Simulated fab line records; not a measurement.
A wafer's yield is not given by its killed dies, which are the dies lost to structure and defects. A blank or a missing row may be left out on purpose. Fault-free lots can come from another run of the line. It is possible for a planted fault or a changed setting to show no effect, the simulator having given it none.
fab line records || flow n5_finfet
record: {"lots": 4, "wafers": 11, "last_day": 16}
route steps=1938 shown FIN_CUT@157 STI_FIN_REVEAL@183 BEOL_M4@1111 PASSIVATION@1936
lots that met no fault: from a run of the same line without faults
start_h: the number of hours between the record's first day and the start of the first shown wafer of the lot || wait_h: hours elapsed since this lot's preceding step || " the same as in the row above || L1.1+2: one row covering several wafers at once || - value missing, or start not given || * or withheld: withheld || < > ~ a bound
route shown NAME@n: a module of which the file shows steps, and the number in the route of the first || usual: mean/standard deviation of fault-free wafers || same: alike in all rows || chamber/n: place in a boat || sites: each site's reading || _std_site: how widely they spread, as a standard deviation || _edge_site: outer sites' mean less inner sites' || radius_mm: for every site, how far away it sits from the centre of the wafer || mask NAME#n: copy n || behind: the last tool/chamber to shape the wafer || hold: reason for holding the lot/hours on hold/outcome of the hold || device: which transistor (n, p or np) failed to switch || end of line: tests of these same wafers at the route's end || where a step has no rows: the recipe by itself || killed: dies lost to structure and defects at the first sort, not the wafer's yield || map: a wafer's dies, marking killed ones x, the rest . and places with no die _
set.NAME: the setting that was run; set.NAME@STEP: the one run at that earlier step || model.NAME: the simulator's own value behind a step, which no gauge read
a table for each step, a row for each wafer; lots at some steps of the route
services: when a tool's chamber went out of use (start_h, in hours from the record's first day, below 0 if earlier), for how many hours, and the reason
== steps ==
step: N5_FIN_CUT_COAT_02
recipe: {"resist": "CAR-EUV", "spin_rpm": 1500, "resist_thk_nm": 30}
step: N5_FIN_CUT_EBR_04
recipe: {"solvent": "PGMEA", "ebr_width_mm": 1.5}
step: N5_FIN_CUT_SOFTBAKE_03
recipe: {"temp_c": 110, "time_s": 60, "resist": "CAR-EUV"}
step: N5_FIN_CUT_EXPOSE_05
recipe: {"mask_id": "FIN_CUT", "na": 0.33, "source_shape": "annular", "sigma_inner": 0.35, "sigma_outer": 0.8, "polarization": "unpolarized", "dose_mj": 45.75}
step: N5_FIN_CUT_PEB_06
recipe: {"peb_temp_c": 100, "peb_time_s": 60, "resist": "CAR-EUV"}
step: N5_FIN_CUT_DEVELOP_07
recipe: {"develop_time_s": 30, "developer": "TMAH", "resist": "CAR-EUV", "rinse_liquid": "surfactant_rinse", "dry": "air_spin", "dev_temp_c": 23}
step: N5_FIN_CUT_DESCUM_13
recipe: {"chemistry": "O2", "time_s": 7, "source_power_w": 50, "bias_power_w": 20, "pressure_mtorr": 20, "rf_frequency_hz": 2.712e+07, "temp_c": 40, "resist": "CAR-EUV", "o2_flow_sccm": 225}
step: N5_FIN_CUT_ETCH_30
recipe: {"chemistry": "N2/H2", "target": "underlayer", "target_depth_a": 130, "mask_material": "CAR-EUV", "time_s": 10.4, "ion_energy_ev": 200, "pressure_mtorr": 30, "source_w": 840, "bias_w": 150, "n2_flow_sccm": 200, "h2_flow_sccm": 200, "ends": "cleared"}
step: N5_FIN_CUT_ETCH_20
recipe: {"chemistry": "CF4", "target": "SiARC", "target_depth_a": 260, "mask_material": "CAR-EUV", "time_s": 43.3, "ion_energy_ev": 80, "pressure_mtorr": 40, "source_w": 545, "bias_w": 36, "Ar_flow_sccm": 100, "cf4_flow_sccm": 100, "ends": "cleared"}
step: N5_FIN_CUT_ETCH_21
recipe: {"chemistry": "N2/H2", "target": "SOC", "target_depth_a": 2190, "overetch_a": 438, "mask_material": "SiARC", "temp_c": 40, "ion_energy_ev": 100, "bias_w": 61, "time_s": 523.5, "pressure_mtorr": 30, "source_w": 850, "n2_flow_sccm": 200, "h2_flow_sccm": 200}
usual: {"drypump_motor_current_A": "5.7/0.5", "n2_flow_sccm": "200.0/0.63", "oes_product_au": "0.70/0.061", "rf_vpp_V": "241.0/1.2", "run_length_s": "547.0/0.43", "showerhead_plenum_p_Torr": "2.55/0.081", "throttle_valve_pct": "17.9/0.34"}
{"lot.wafer": "L303.1", "tool": "rie_diel-04", "chamber": 0, "start_h": 33.13, "wait_h": 0.0, "drypump_motor_current_A": 5.6, "n2_flow_sccm": 199.8, "oes_product_au": 0.67, "rf_hours_counter_h": 206, "rf_vpp_V": 240.5, "run_length_s": 547.0, "showerhead_plenum_p_Torr": 2.52, "throttle_valve_pct": 18.3, "model.SiARC_of_FIN_CUT_COAT_19.thk_nm": 12.4}
{"lot.wafer": "L303.2", "tool": "rie_diel-04", "chamber": 1, "start_h": 33.13, "wait_h": 0.0, "drypump_motor_current_A": 6.5, "n2_flow_sccm": 200.2, "oes_product_au": 0.77, "rf_hours_counter_h": 64, "rf_vpp_V": 242.1, "run_length_s": 547.6, "showerhead_plenum_p_Torr": 2.58, "throttle_valve_pct": 17.4, "model.SiARC_of_FIN_CUT_COAT_19.thk_nm": 11.8}
{"lot.wafer": "L303.5", "tool": "rie_diel-04", "chamber": 2, "start_h": 33.13, "wait_h": 0.0, "drypump_motor_current_A": 6.1, "n2_flow_sccm": 199.8, "oes_product_au": 0.67, "rf_hours_counter_h": "-", "rf_vpp_V": 241.6, "run_length_s": 547.4, "showerhead_plenum_p_Torr": 2.66, "throttle_valve_pct": 18.3, "model.SiARC_of_FIN_CUT_COAT_19.thk_nm": 12.2}
{"lot.wafer": "L309.1", "tool": "rie_diel-04", "chamber": 2, "start_h": 77.57, "wait_h": 0.0, "drypump_motor_current_A": 6.1, "n2_flow_sccm": 199.9, "oes_product_au": 0.66, "rf_hours_counter_h": 194, "rf_vpp_V": 242.0, "run_length_s": 546.9, "showerhead_plenum_p_Torr": 2.66, "throttle_valve_pct": 18.4, "model.SiARC_of_FIN_CUT_COAT_19.thk_nm": 12}
{"lot.wafer": "L309.3", "tool": "rie_diel-04", "chamber": 0, "start_h": 77.57, "wait_h": 0.0, "drypump_motor_current_A": 5.6, "n2_flow_sccm": 200.4, "oes_product_au": 0.66, "rf_hours_counter_h": 222, "rf_vpp_V": 240.4, "run_length_s": 547.3, "showerhead_plenum_p_Torr": 2.51, "throttle_valve_pct": 18.3, "model.SiARC_of_FIN_CUT_COAT_19.thk_nm": 12.2}
{"lot.wafer": "L309.6", "tool": "rie_diel-04", "chamber": 2, "start_h": 77.57, "wait_h": 0.0, "drypump_motor_current_A": 6.2, "n2_flow_sccm": 199.4, "oes_product_au": 0.66, "rf_hours_counter_h": "-", "rf_vpp_V": 239.9, "run_length_s": 546.9, "showerhead_plenum_p_Torr": 2.66, "throttle_valve_pct": 18.4, "model.SiARC_of_FIN_CUT_COAT_19.thk_nm": 12.2}
{"lot.wafer": "L316.1", "tool": "rie_diel-04", "chamber": 3, "start_h": 112.54, "wait_h": 0.0, "drypump_motor_current_A": 5.3, "n2_flow_sccm": 199.4, "oes_product_au": 0.68, "rf_hours_counter_h": 188, "rf_vpp_V": 242.2, "run_length_s": 546.8, "showerhead_plenum_p_Torr": 2.66, "throttle_valve_pct": 17.8, "model.SiARC_of_FIN_CUT_COAT_19.thk_nm": 12.2}
{"lot.wafer": "L316.4", "tool": "rie_diel-04", "chamber": 2, "start_h": 112.54, "wait_h": 0.0, "drypump_motor_current_A": 6.1, "n2_flow_sccm": 200.6, "oes_product_au": 0.69, "rf_hours_counter_h": 202, "rf_vpp_V": 242.1, "run_length_s": 503.9, "showerhead_plenum_p_Torr": 2.65, "throttle_valve_pct": 18.4, "model.SiARC_of_FIN_CUT_COAT_19.thk_nm": 13}
{"lot.wafer": "L316.6", "tool": "rie_diel-04", "chamber": 0, "start_h": 112.54, "wait_h": 0.0, "drypump_motor_current_A": 5.6, "n2_flow_sccm": 200.2, "oes_product_au": 0.65, "rf_hours_counter_h": "-", "rf_vpp_V": 241.2, "run_length_s": 546.9, "showerhead_plenum_p_Torr": 2.51, "throttle_valve_pct": 18.3, "model.SiARC_of_FIN_CUT_COAT_19.thk_nm": 12.4}
{"lot.wafer": "L320.3", "tool": "rie_diel-04", "chamber": 1, "start_h": 136.44, "wait_h": 0.0, "drypump_motor_current_A": 6.5, "n2_flow_sccm": 199.8, "oes_product_au": 0.74, "rf_hours_counter_h": 96, "rf_vpp_V": 239.8, "run_length_s": 547.4, "showerhead_plenum_p_Torr": 2.56, "throttle_valve_pct": 17.4, "model.SiARC_of_FIN_CUT_COAT_19.thk_nm": 11.8}
{"lot.wafer": "L320.4", "tool": "rie_diel-04", "chamber": 3, "start_h": 136.44, "wait_h": 0.0, "drypump_motor_current_A": 5.3, "n2_flow_sccm": 199.9, "oes_product_au": 0.71, "rf_hours_counter_h": 195, "rf_vpp_V": 241.2, "run_length_s": 503.8, "showerhead_plenum_p_Torr": 2.65, "throttle_valve_pct": 17.9, "model.SiARC_of_FIN_CUT_COAT_19.thk_nm": 12.8}
step: N5_FIN_CUT_STRIP_23
recipe: {"chemistry": "N2/H2", "temp_c": 40, "n2_flow_sccm": 200, "h2_flow_sccm": 200, "rf_frequency_hz": 6e+07}
step: N5_FIN_CUT_STRIP_31
recipe: {"chemistry": "N2/H2", "temp_c": 40, "n2_flow_sccm": 200, "h2_flow_sccm": 200, "rf_frequency_hz": 6e+07}
step: N5_FIN_CUT_STRIP_24
recipe: {"chemistry": "CF4", "resist": "SiARC", "power_w": 300, "bias_power_w": 75, "pressure_mtorr": 50, "cf4_flow_sccm": 150, "rf_frequency_hz": 6e+07}
step: N5_FIN_CUT_CUT_ETCH_26
recipe: {"chemistry": "CH3F/O2", "target": "SiNx", "target_depth_a": 390, "mask_material": "SOC", "time_s": 55.7, "pressure_mtorr": 30, "source_w": 395, "bias_w": 73, "Ar_flow_sccm": 150, "CH3F_flow_sccm": 30, "O2_flow_sccm": 20, "ion_energy_ev": 120}
step: N5_FIN_CUT_CUT_ETCH_27
recipe: {"chemistry": "CHF3/O2", "target": "SiO2", "target_depth_a": 40, "mask_material": "SOC", "overetch_a": 20, "time_s": 4.9, "pressure_mtorr": 30, "source_w": 650, "bias_w": 170, "Ar_flow_sccm": 200, "CHF3_flow_sccm": 50, "O2_flow_sccm": 5, "ion_energy_ev": 200}
step: N5_FIN_CUT_PRECLEAN_35
recipe: {"time_s": 13.3, "temp_c": 45, "pressure_torr": 125, "p_hf_torr": 3, "p_coreactant_torr": 25, "chemistry": "vHF"}
step: N5_FIN_CUT_CUT_ETCH_15
recipe: {"chemistry": "HBr/Cl2/O2", "target": "Si", "target_depth_a": 1000, "bt_time_s": 10, "mask_material": "SOC", "time_s": 42.4, "ion_energy_ev": "*", "bias_w": "*", "pressure_mtorr": 10, "icp_w": 800, "HBr_flow_sccm": 150, "Cl2_flow_sccm": 80, "O2_flow_sccm": 12}
step: N5_FIN_CUT_CUT_ETCH_28
recipe: {"chemistry": "HBr/Cl2/O2", "target": "Si", "target_depth_a": 60, "mask_material": "SOC", "time_s": 2.4, "ion_energy_ev": "*", "bias_w": "*", "pressure_mtorr": 10, "icp_w": 800, "HBr_flow_sccm": 150, "Cl2_flow_sccm": 80, "O2_flow_sccm": 12}
step: N5_FIN_CUT_STRIP_22
recipe: {"chemistry": "N2/H2", "power_w": 500, "temp_c": 40, "pressure_mtorr": 50, "rf_frequency_hz": 6e+07, "overash_fraction": 0.3, "bias_power_w": 8, "h2_frac": 0.5, "n2_flow_sccm": 300, "h2_flow_sccm": 300}
step: N5_FIN_CUT_PRECLEAN_36
recipe: {"chemistry": "O3/DIW", "time_s": 60, "temp_c": 22, "o3_ppm": 10}
step: N5_FIN_CUT_SRD_32
recipe: {"dry": "ipa_marangoni", "time_s": 30, "temp_c": 23, "rinse_liquid": "diw"}
step: N5_FIN_CUT_UV_OZONE_34
recipe: {"time_s": 120, "pressure_torr": 760, "temp_c": 25}
step: N5_STI_FIN_REVEAL_ALD_00
recipe: {"material": "SiO2", "target_thk_a": 10, "temp_c": 300, "ald_precursor_family": "BDEAS", "ald_co_reactant": "O2-plasma", "pulse_time_s": 1, "pressure_torr": 2}
step: N5_STI_FIN_REVEAL_ALD_14
recipe: {"material": "Si3N4", "target_thk_a": 30, "temp_c": 400, "ald_precursor_family": "SiH2I2", "ald_co_reactant": "N2/H2-plasma", "pressure_torr": 2}
step: N5_STI_FIN_REVEAL_FCVD_FILL_01
recipe: {"material": "SiO2_flowable", "target_thk_a": 3120, "temp_c": 100, "pressure_torr": 0.8, "rf_w": 2000, "time_s": 512.2}
step: N5_STI_FIN_REVEAL_DENSIFY_02
recipe: {"temp_c": 650, "ambient": "steam", "time_s": 1800, "idle_temp_c": 400, "densification_p_h2o_torr": 640}
step: N5_STI_FIN_REVEAL_CMP_04
recipe: {"stop_on": "Si3N4", "t_overpolish_s": 4, "down_force_psi": 2, "platen_rpm": 54.18, "post_cmp_clean": "alkaline_brush", "pad_velocity_m_s": 1.078, "target_thk_nm": 131.83}
step: N5_STI_FIN_REVEAL_DENSIFY_30
recipe: {"temp_c": "*", "time_s": "*", "ambient": "N2", "idle_temp_c": 600, "ramp_up_c_per_s": 150, "ramp_down_c_per_s": 60, "cool_to_c": 600}
step: N5_STI_FIN_REVEAL_ETCHBACK_08
recipe: {"chemistry": "C4F6/O2", "target": "SiO2", "target_depth_a": 305, "time_s": 10.167, "ion_energy_ev": 250, "pressure_mtorr": 30, "source_w": 345, "bias_w": 185, "Ar_flow_sccm": 300, "C4F6_flow_sccm": 10, "O2_flow_sccm": 10}
step: N5_STI_FIN_REVEAL_STRIP_24
recipe: {"chemistry": "N2/H2", "time_s": 90, "power_w": 100, "temp_c": 40, "pressure_mtorr": 100, "rf_frequency_hz": 6e+07, "bias_power_w": 3, "n2_flow_sccm": 300, "h2_flow_sccm": 300}
step: N5_STI_FIN_REVEAL_PRECLEAN_25
recipe: {"chemistry": "SPM", "time_s": 90, "temp_c": 120, "mix": "4:1"}
step: N5_STI_FIN_REVEAL_PRECLEAN_26
recipe: {"chemistry": "SC1", "time_s": 45, "temp_c": 46, "mix": "1:2:100"}
step: N5_STI_FIN_REVEAL_PRECLEAN_29
recipe: {"chemistry": "DHF", "time_s": 30, "temp_c": 25, "dilution": "300:1"}
step: N5_STI_FIN_REVEAL_SRD_12
recipe: {"time_s": 30, "temp_c": 23, "rinse_liquid": "diw", "dry": "ipa_marangoni"}
step: N5_STI_FIN_REVEAL_RECESS_09
recipe: {"chemistry": "HF/NH3", "target": "SiO2", "afs_cycles": 11, "target_depth_a": 425, "temp_c": 30, "sublimation_temp_c": 180, "sublimation_time_s": 60}
step: N5_STI_FIN_REVEAL_STRIP_16
recipe: {"chemistry": "H3PO4", "material": "SiNx", "temp_c": 165, "target_depth_a": 238, "overetch_fraction": 0.4964, "dry": "ipa_marangoni"}
step: N5_STI_FIN_REVEAL_PRECLEAN_17
recipe: {"chemistry": "NF3:NH3", "afs_cycles": 1, "temp_c": 30, "time_s": 20, "sublimation_temp_c": 180, "sublimation_time_s": 60, "pressure_torr": 3, "rf_power_w": 30}
step: N5_BEOL_M4_RC_MEAS_101
usual: {"DIBL_N": "35.4/2.1", "DIBL_P": "34.8/2.6", "IOFF_N": "0.15/0.037", "IOFF_P": "0.19/0.037", "ION_N": "677/16", "ION_P": "462/9.3", "SS_N": "71.4/0.75", "SS_P": "72.9/0.77", "VT_N": "250/3.7", "VT_P": "-251/3.5"}
{"lot.wafer": "L303.1", "tool": "prober-02", "chamber": 0, "start_h": 183.59, "wait_h": 0.0, "DIBL_N[mV/V]": 31.6, "DIBL_P[mV/V]": 28.4, "IOFF_N[nA/um]": 0.09, "IOFF_P[nA/um]": 0.16, "ION_N[uA/um]": 664, "ION_P[uA/um]": 473, "SS_N[mV/dec]": 70.1, "SS_P[mV/dec]": 72.4, "VT_N[mV]": 255, "VT_P[mV]": -252}
{"lot.wafer": "L303.2", "tool": "prober-02", "chamber": 0, "start_h": 183.59, "wait_h": 0.0, "DIBL_N[mV/V]": 35.5, "DIBL_P[mV/V]": 33.2, "IOFF_N[nA/um]": 0.14, "IOFF_P[nA/um]": 0.21, "ION_N[uA/um]": 680, "ION_P[uA/um]": 470, "SS_N[mV/dec]": 71.0, "SS_P[mV/dec]": 72.9, "VT_N[mV]": 250, "VT_P[mV]": -249}
{"lot.wafer": "L303.5", "tool": "prober-02", "chamber": 0, "start_h": 183.59, "wait_h": 0.0, "DIBL_N[mV/V]": 34.3, "DIBL_P[mV/V]": 31.4, "IOFF_N[nA/um]": 0.13, "IOFF_P[nA/um]": 0.18, "ION_N[uA/um]": 680, "ION_P[uA/um]": 463, "SS_N[mV/dec]": 70.9, "SS_P[mV/dec]": 72.7, "VT_N[mV]": 248, "VT_P[mV]": -249}
{"lot.wafer": "L309.1", "tool": "prober-01", "chamber": 0, "start_h": 226.83, "wait_h": 0.5, "DIBL_N[mV/V]": 35.7, "DIBL_P[mV/V]": 34.1, "IOFF_N[nA/um]": 0.15, "IOFF_P[nA/um]": 0.19, "ION_N[uA/um]": 686, "ION_P[uA/um]": 465, "SS_N[mV/dec]": 70.6, "SS_P[mV/dec]": 72.4, "VT_N[mV]": 248, "VT_P[mV]": -251}
{"lot.wafer": "L309.3", "tool": "prober-01", "chamber": 0, "start_h": 226.83, "wait_h": 0.5, "DIBL_N[mV/V]": 40.9, "DIBL_P[mV/V]": 40.4, "IOFF_N[nA/um]": 0.25, "IOFF_P[nA/um]": 0.29, "ION_N[uA/um]": 703, "ION_P[uA/um]": 473, "SS_N[mV/dec]": 71.5, "SS_P[mV/dec]": 75.2, "VT_N[mV]": 244, "VT_P[mV]": -246}
{"lot.wafer": "L309.6", "tool": "prober-01", "chamber": 0, "start_h": 226.83, "wait_h": 0.5, "DIBL_N[mV/V]": 33.8, "DIBL_P[mV/V]": 31.5, "IOFF_N[nA/um]": 0.12, "IOFF_P[nA/um]": 0.15, "ION_N[uA/um]": 681, "ION_P[uA/um]": 463, "SS_N[mV/dec]": 70.1, "SS_P[mV/dec]": 72.3, "VT_N[mV]": 252, "VT_P[mV]": -254}
{"lot.wafer": "L316.1", "tool": "prober-01", "chamber": 0, "start_h": 255.37, "wait_h": 0.0, "DIBL_N[mV/V]": 35.3, "DIBL_P[mV/V]": 35.5, "IOFF_N[nA/um]": 0.14, "IOFF_P[nA/um]": 0.21, "ION_N[uA/um]": 649, "ION_P[uA/um]": 447, "SS_N[mV/dec]": 71.5, "SS_P[mV/dec]": 73.5, "VT_N[mV]": 253, "VT_P[mV]": -249}
{"lot.wafer": "L316.4", "tool": "prober-01", "chamber": 0, "start_h": 255.37, "wait_h": 0.0, "DIBL_N[mV/V]": 28.8, "DIBL_P[mV/V]": 26.1, "IOFF_N[nA/um]": 0.07, "IOFF_P[nA/um]": 0.10, "ION_N[uA/um]": 635, "ION_P[uA/um]": 444, "SS_N[mV/dec]": 69.5, "SS_P[mV/dec]": 70.5, "VT_N[mV]": 261, "VT_P[mV]": -259}
{"lot.wafer": "L316.6", "tool": "prober-01", "chamber": 0, "start_h": 255.37, "wait_h": 0.0, "DIBL_N[mV/V]": 32.4, "DIBL_P[mV/V]": 31.9, "IOFF_N[nA/um]": 0.10, "IOFF_P[nA/um]": 0.16, "ION_N[uA/um]": 647, "ION_P[uA/um]": 452, "SS_N[mV/dec]": 69.9, "SS_P[mV/dec]": 72.3, "VT_N[mV]": 255, "VT_P[mV]": -253}
{"lot.wafer": "L320.3", "tool": "prober-01", "chamber": 0, "start_h": 283.90, "wait_h": 0.3, "DIBL_N[mV/V]": 36.5, "DIBL_P[mV/V]": 36.7, "IOFF_N[nA/um]": 0.16, "IOFF_P[nA/um]": 0.20, "ION_N[uA/um]": 683, "ION_P[uA/um]": 460, "SS_N[mV/dec]": 70.8, "SS_P[mV/dec]": 73.9, "VT_N[mV]": 249, "VT_P[mV]": -251}
{"lot.wafer": "L320.4", "tool": "prober-01", "chamber": 0, "start_h": 283.90, "wait_h": 0.3, "DIBL_N[mV/V]": 32.3, "DIBL_P[mV/V]": 32.6, "IOFF_N[nA/um]": 0.11, "IOFF_P[nA/um]": 0.16, "ION_N[uA/um]": 661, "ION_P[uA/um]": 461, "SS_N[mV/dec]": 70.5, "SS_P[mV/dec]": 72.2, "VT_N[mV]": 256, "VT_P[mV]": -252}
step: N5_PASSIVATION_PROBE_49
usual: {"defect_limited_yield": "90.5/1.7", "killed_at_M0_to_M3": "37/12", "killed_at_M4_up": "14/5.2", "killed_at_contacts": "12/5.9", "killed_at_front_end": "45/14", "killed_at_other": "3.5/2.8", "killed_dies": "112/21", "killed_open": "73/15", "killed_short": "36/8.9", "sort_bin_5_function": "5.6/1.2", "sort_bin_6_memory": "3.5/0.68", "sort_bin_8_speed": "0.01/0.1", "sort_n_pass": "1068/21", "sort_yield_pct": "90.5/1.8"}
same: {"gross_dies": 1180, "killed_at_back_side": 0, "sort_bin_4_leakage[%]": 0}
{"lot.wafer": "L316.4", "tool": "prober-02", "chamber": "-", "start_h": 367.86, "wait_h": 0.2, "defect_limited_yield[%]": 73.5, "killed_at_M0_to_M3": 52, "killed_at_M4_up": 8, "killed_at_contacts": 7, "killed_at_front_end": 245, "killed_at_other": 1, "killed_dies": 313, "killed_open": 80, "killed_short": 48, "sort_bin_5_function[%]": 21.4, "sort_bin_6_memory[%]": 4.8, "sort_bin_8_speed[%]": 0.85, "sort_n_pass": 857, "sort_yield_pct[%]": 72.6}
{"lot.wafer": "L320.4", "tool": "prober-01", "chamber": "-", "start_h": 391.60, "wait_h": 0.2, "defect_limited_yield[%]": 83.4, "killed_at_M0_to_M3": 52, "killed_at_M4_up": 13, "killed_at_contacts": 10, "killed_at_front_end": 113, "killed_at_other": 8, "killed_dies": 196, "killed_open": 102, "killed_short": 38, "sort_bin_5_function[%]": 11.5, "sort_bin_6_memory[%]": 4.7, "sort_bin_8_speed[%]": 0, "sort_n_pass": 984, "sort_yield_pct[%]": 83.4}
killed by level:class
L316.4 FIN_CUT:area_etch=183 STI_FIN_REVEAL:geometric_particle:open=19 FIN_SAQP:geometric_particle:open=13 BEOL_M0_SAQP:geometric_particle:short=13 BEOL_M2:geometric_particle:open=12 BEOL_M0_SAQP:geometric_particle:open=10 GATE_CUT:geometric_particle:short=7 FIN_SAQP:geometric_particle:short=6
L320.4 FIN_CUT:area_etch=53 STI_FIN_REVEAL:geometric_particle:open=23 FIN_SAQP:geometric_particle:open=11 BEOL_M3:geometric_particle:open=10 BEOL_M0_SAQP:geometric_particle:short=10 MOL_CONTACT_COAG:geometric_particle:open=9 BEOL_M0_SAQP:geometric_particle:open=9 BEOL_M2:geometric_particle:open=7
map L316.4 (x killed, . not)
_________________.x..........________________
______________..............x..x_____________
___________........xx.............x__________
__________....x..x.....x........x..._________
________x..x.........x.......x..x....._______
_______x.........x.......x...x.........______
______...x.....xxx.......x..x.x....x...._____
_____........x...xx..xx.x.x..............____
____.....x.....x...x...x...xx...x......x..___
___.x.........x.x.......x.xxxxxx......x.x.x__
___......x.................xx.x.xx.........__
__.xx...........x.x..x....x..x..x..x.....xx._
__...........x..x..x...x...xx..x.x.x........_
_.x................x.x..xxx.xx.x.............
_............x..........x....xx..x...........
_.x..xx..x.....x.x.............x.x....x....x.
_.....x.....x.....x.x..x.........x...........
_....x..xxx.x...xxxx.xx........x...x....x....
_...........x..x.x..xx....x..x.x.x........x..
_....x....xxx.x..x.xxxx.xx..x..xxxx.....x....
_.x........xx.xx.xxxxxxxxxxx.xxxx.x.x........
__...........xxxxxxx..x...x..x.xx.x........._
__.......x.xx.xxxx.xx..x..x.x.x..xx........._
___......xx.xxxxxxxxxxx..xx...x..x.........__
___........xxx.xxxxx.xx..x.xx..............__
____......xxxxxxx.xxx...x..x.......x......___
_____x...x.xxxxxx.xxxx...x..x......x.....____
______....xxxxxx.x.x..x.............x..._____
_______....x..x..xx..x.x........x..x.x.______
________...xx....xx.xxx..xxx.........._______
__________....xxx.xxxx..x...x...xx.._________
___________....x....x...x...x......__________
______________....x.x.x..xx....._____________
_________________...x....x.x.________________
map L320.4 (x killed, . not)
_________________..xxx.......________________
______________....x....x.x......_____________
___________........................__________
__________.....................x.x.._________
________......x............x.........._______
_______x.x.x.......x.........x.x.......______
______.......x......................x..._____
_____.x.x......x...x..........x.....x.xx.____
____..x...x.x....xx.................x.....___
___x........x......x.......x..............x__
___.........x..x............x......x.x.....__
__...............x...x.....xx......x....xx.x_
__....x..x...x.x.....x................x....._
_.xx.....................x..xx...............
_.....x..........x..xx.x......xx..x........xx
_...x..........x.........xx.....xx........x..
_...........x.......xxx..x.......xx..........
_..x.x.x....x...x........x.xxx..x....x....x.x
_....................xxx...xxx.xx............
_...x......x........xxx.x...xx.xx.x..........
_.x....x...............x.xxxx.xx...x......x..
__......x.......x...x.x..xxx.xxx..........x._
__x....................x.....x........x....._
___...........x......x...x.xxxxx......xx.x.__
___.........x..................xx..........__
____.................xxx...x....x.xx..x...___
_____...xx....xx..x.....x.......x........____
______.x......x.xx....x....x...x........_____
_______......................x.........______
________x.....x.......x...........xx.._______
__________......x......x..........x._________
___________.x.........x............__________
______________....x..x...x......_____________
_________________..xx......x.________________
== services ==
{"tool": "rie_diel-04", "chamber": 3, "start_h": 21.75, "hours": 5.6, "kind": "repair"}
{"tool": "rie_diel-04", "chamber": 2, "start_h": 109.23, "hours": 1.6, "kind": "repair"}
== key ==
first_sign: {"step": "N5_FIN_CUT_ETCH_21", "reading": "run_length_s", "direction": "down", "sigmas": "99+", "usual": "*", "struck": "*"}
effect: {"step": "N5_PASSIVATION_PROBE_49", "reading": "killed_at_front_end", "direction": "up", "sigmas": 9.5, "usual": 45, "struck": 179}
model_effect: {"step": "N5_FIN_CUT_ETCH_21", "value": "SiARC_of_FIN_CUT_COAT_19.thk_nm", "without": 12.1, "struck": 12.9}
more_kills_born_at: {"N5_FIN_CUT_ETCH_21@rie_diel-04": 236}
met_at N5_FIN_CUT_ETCH_21
struck_wafers L316.4,L320.4
onset_between 77.57 112.54
fault: {"kind": "process_parameter_drift", "tool": "rie_diel-04", "chamber": "-", "onset_h": 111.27, "steps": "N5_FIN_CUT_ETCH_21", "channel": "time_s", "offset": "*", "shape": "step", "end_h": 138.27, "scope": "struck_wafers_only", "acts_in": "*", "stated": "*"}
